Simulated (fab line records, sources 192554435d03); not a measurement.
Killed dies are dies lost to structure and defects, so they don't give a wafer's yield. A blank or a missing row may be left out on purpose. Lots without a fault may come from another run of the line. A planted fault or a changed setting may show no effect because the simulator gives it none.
Split-lot experiment | flow n5_finfet | 7 lots, 39 wafers read, on a route of 1938 steps

THE SPLIT
At N5_MIM_BOT_LITHO_DEVELOP_07 (develop time 60 s), the setting develop_time_s was moved away from the recipe's 60 s on 12 of the 39 wafers read, by -49.7% to +51.3%. The other wafers ran this setting at the recipe's value.

FROM THE SPLIT TO THE READING: what the file shows between them, 1 step
- N5_MIM_BOT_LITHO_HARDBAKE_09: time 120 s

THE READING
cd_nm, in nm, at N5_MIM_BOT_LITHO_CD_MEAS_08 (target cd 3000 nm). Fault-free wafers of this fab line usually give 2998.5 nm, standard deviation 2.2 nm.

wafer  | tool, chamber at the split | develop_time_s as run, s | against the recipe | cd_nm, nm | against lot-mates on the recipe
L075.1 | litho_track-04, 0          | 90.78                    | +51.3%             | 3007.1    | +6.6
L075.2 | litho_track-04, 0          | 60                       | recipe             | 3000.6    | -
L075.3 | litho_track-04, 0          | 90.78                    | +51.3%             | 3008.2    | +7.7
L075.4 | litho_track-04, 0          | 60                       | recipe             | 2999.5    | -
L075.5 | litho_track-04, 0          | 60                       | recipe             | 3001.4    | -
L075.6 | litho_track-04, 0          | 90.78                    | +51.3%             | 3008.6    | +8.1
L078.1 | litho_track-05, 0          | 60                       | recipe             | 3001.8    | -
L078.2 | litho_track-05, 0          | 60                       | recipe             | 2999.2    | -
L078.3 | litho_track-05, 0          | 60                       | recipe             | 2997.1    | -
L078.4 | litho_track-05, 0          | 60                       | recipe             | 2998.1    | -
L078.5 | litho_track-05, 0          | 60                       | recipe             | 2995.7    | -
L078.6 | litho_track-05, 0          | 60                       | recipe             | 2999.3    | -
L083.1 | litho_track-05, 0          | 60                       | recipe             | 2999.2    | -
L083.2 | litho_track-05, 0          | 60                       | recipe             | 3000.8    | -
L083.3 | litho_track-05, 0          | 30.18                    | -49.7%             | 2985.9    | -14.5
L083.4 | litho_track-05, 0          | 60                       | recipe             | 3001.2    | -
L083.5 | litho_track-05, 0          | 30.18                    | -49.7%             | 2984.0    | -16.4
L083.6 | litho_track-05, 0          | 30.18                    | -49.7%             | 2985.8    | -14.6
L084.1 | litho_track-03, 0          | 60                       | recipe             | 2998.1    | -
L084.2 | litho_track-03, 0          | 60                       | recipe             | 2998.6    | -
L084.3 | litho_track-03, 0          | 60                       | recipe             | 2998.0    | -
L084.4 | litho_track-03, 0          | 60                       | recipe             | 2998.7    | -
L084.5 | litho_track-03, 0          | 60                       | recipe             | 2994.6    | -
L084.6 | litho_track-03, 0          | 60                       | recipe             | 2995.8    | -
L092.1 | litho_track-05, 0          | 80.05                    | +33.4%             | 3004.3    | +7.0
L092.2 | litho_track-05, 0          | 60                       | recipe             | 2998.0    | -
L092.3 | litho_track-05, 0          | 80.05                    | +33.4%             | 3000.8    | +3.5
L092.4 | litho_track-05, 0          | 80.05                    | +33.4%             | 3002.7    | +5.4
L092.5 | litho_track-05, 0          | 60                       | recipe             | 2995.2    | -
L092.6 | litho_track-05, 0          | 60                       | recipe             | 2998.8    | -
L094.4 | litho_track-05, 0          | 60                       | recipe             | 3001.7    | -
L094.5 | litho_track-05, 0          | 60                       | recipe             | 2998.2    | -
L094.6 | litho_track-05, 0          | 60                       | recipe             | 2996.6    | -
L097.1 | litho_track-05, 0          | 60                       | recipe             | 2997.8    | -
L097.2 | litho_track-05, 0          | 60                       | recipe             | 2995.6    | -
L097.3 | litho_track-05, 0          | 83.38                    | +39.0%             | 3003.6    | +7.1
L097.4 | litho_track-05, 0          | 60                       | recipe             | 2996.2    | -
L097.5 | litho_track-05, 0          | 83.38                    | +39.0%             | 3004.8    | +8.3
L097.6 | litho_track-05, 0          | 83.38                    | +39.0%             | 3001.3    | +4.8

THE FIT
A straight line over all 39 wafers: cd_nm changes by +0.197 nm for each +1% of develop_time_s; r = +0.91; the points scatter about the line by 2.2 nm.
The same after taking each lot's own level away (the mean of its wafers on the recipe; 39 wafers): +0.212 nm for each +1%; r = +0.93; scatter 2.1 nm.
On that fit, the largest move of develop_time_s shifts the reading by 11 nm.
The lots' own levels span 2996.53 to 3000.50 nm, that is 1.8 times the standard deviation above.
So the lot-to-lot level changes the slope little: the two slopes agree.
Check: with one of the wafers moved furthest among these (+51.3%) left out of the fit, the line predicts +10.5 nm for it against its lot-mates. It came out at +6.6 nm against them.

OTHER SPLITS ON THESE WAFERS
These wafers also went through other splits before the reading. Each is held against what the fit with the lots' levels taken away leaves over:
other split on the same wafers | wafers away from the commonest value | r with cd_nm (lot level and that fit taken away)
N5_BEOL_M12_ETCH_68 time_s     | 9                                    | +0.10

THE FILE'S OWN FIT
cd_nm changes by +0.203 nm for each +1% of develop_time_s, r = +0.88.
